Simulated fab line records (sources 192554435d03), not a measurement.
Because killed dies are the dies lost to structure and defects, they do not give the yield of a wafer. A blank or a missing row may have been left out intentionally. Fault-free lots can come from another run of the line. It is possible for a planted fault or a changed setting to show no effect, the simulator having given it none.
One fault seen from 3 desks | flow n5Finfet | what lay behind the numbers comes last; until then each desk has only its own

== AT THE TOOL OWNER'S DESK: lithoTrack-02 ==
The tool's own readings at N5_BEOL_M2_COAT_76 (time 60 s, resist thk 5 nm): means of the sampled wafers that have a number, for each lot that ran on this tool. The brackets show how far a lot's mean lies from the usual mean; more than 4 standard deviations puts the lot out of limits, marked OUT.
Columns: A = spinSpeedRpm at N5_BEOL_M2_COAT_76, usual 1500.1 rpm
lot  | first seen here | A
L147 | day 7 06:44     | 1498.5
L148 | day 7 20:50     | 1500.3
L150 | day 7 23:33     | 1464.4 (-36) OUT
L152 | day 8 10:01     | 1463.2 (-37) OUT
Finding of this desk: L150, L152 out of limits; the first was L150 at day 7 23:33, on spinSpeedRpm at N5_BEOL_M2_COAT_76. L147, L148 stayed within limits.

== THE DEFECT DESK ==
What the inspections along the route counted, lot by lot: means of the sampled wafers that have a number. The brackets show how far a lot's mean lies from the usual mean; more than 4 standard deviations puts the lot out of limits, marked OUT.
Columns: A = rawDefectCount at N5_BEOL_M1_INSPECT_59, usual 76
lot  | first seen here | A
L145 | day 6 12:14     | 116
L146 | day 6 15:56     | 85
L147 | day 7 02:56     | 66
L148 | day 7 17:06     | 96
L150 | day 7 21:30     | 64
L151 | day 7 23:49     | 75
L152 | day 8 08:24     | 89
L160 | day 10 22:07    | 95
L163 | day 11 01:33    | 73
L168 | day 12 12:22    | 67
This desk's verdict: no lot among the 10 shows anything out of limits.

== FROM THE METROLOGY DESK ==
What the gauges read, lot by lot, whatever tool the lot ran on: means of the sampled wafers that have a number. The brackets show how far a lot's mean lies from the usual mean; more than 4 standard deviations puts the lot out of limits, marked OUT. Of its 10 readings 7 are shown: those that lie furthest out on some lot.
Columns: A = DIBL_N at N5_BEOL_M4_RC_MEAS_101, usual 36.5 mV/V; B = DIBL_P at N5_BEOL_M4_RC_MEAS_101, usual 36.5 mV/V; C = IOFF_P at N5_BEOL_M4_RC_MEAS_101, usual 0.219 nA/um; D = ION_N at N5_BEOL_M4_RC_MEAS_101, usual 675 uA/um; E = ION_P at N5_BEOL_M4_RC_MEAS_101, usual 464 uA/um; F = VT_N at N5_BEOL_M4_RC_MEAS_101, usual 249.7 mV; G = VT_P at N5_BEOL_M4_RC_MEAS_101, usual -250 mV
lot  | first seen here | A    | B    | C     | D   | E   | F     | G
L145 | day 7 20:59     | 36.9 | 36.6 | 0.203 | 667 | 462 | 249.5 | -249
L146 | day 8 03:10     | 37.3 | 35.5 | 0.222 | 668 | 467 | 253.4 | -249
L147 | day 8 15:29     | 36.0 | 37.0 | 0.201 | 672 | 456 | 249.9 | -252
L148 | day 9 04:06     | 35.4 | 36.9 | 0.200 | 668 | 460 | 252.1 | -253
L150 | day 9 09:45     | 36.4 | 35.3 | 0.195 | 676 | 461 | 251.1 | -254
L151 | day 9 16:14     | 34.3 | 34.3 | 0.179 | 676 | 463 | 250.5 | -251
L152 | day 9 21:19     | 36.3 | 35.9 | 0.195 | 671 | 457 | 250.4 | -251
L160 | day 12 15:24    | 38.4 | 36.7 | 0.212 | 675 | 456 | 248.0 | -253
L163 | day 12 19:00    | 38.5 | 39.4 | 0.239 | 684 | 466 | 247.5 | -248
L168 | day 14 04:43    | 36.2 | 35.4 | 0.219 | 664 | 462 | 251.9 | -250
This desk's verdict: no lot among the 10 shows anything out of limits.

== BROUGHT TOGETHER ==
The tool owner's desk could have raised an alarm at day 7 23:33, on L150, L152.
Nothing the defect desk looked at was out of limits.
The metrology desk saw nothing out of limits.
The defect desk has L150, L152 on record, within its limits.
The metrology desk has L150, L152 on record, within its limits.
Every lot named ran N5_BEOL_M2_COAT_76 on lithoTrack-02.

== WHAT THE SIMULATOR PUT IN ==
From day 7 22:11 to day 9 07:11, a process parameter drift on lithoTrack-02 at N5_BEOL_M2_COAT_76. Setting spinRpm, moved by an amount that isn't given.
Shown lots that were struck: L150, L152.
How many hours passed from the start of the fault until each desk's first out-of-limits reading: the tool owner's desk, 1.
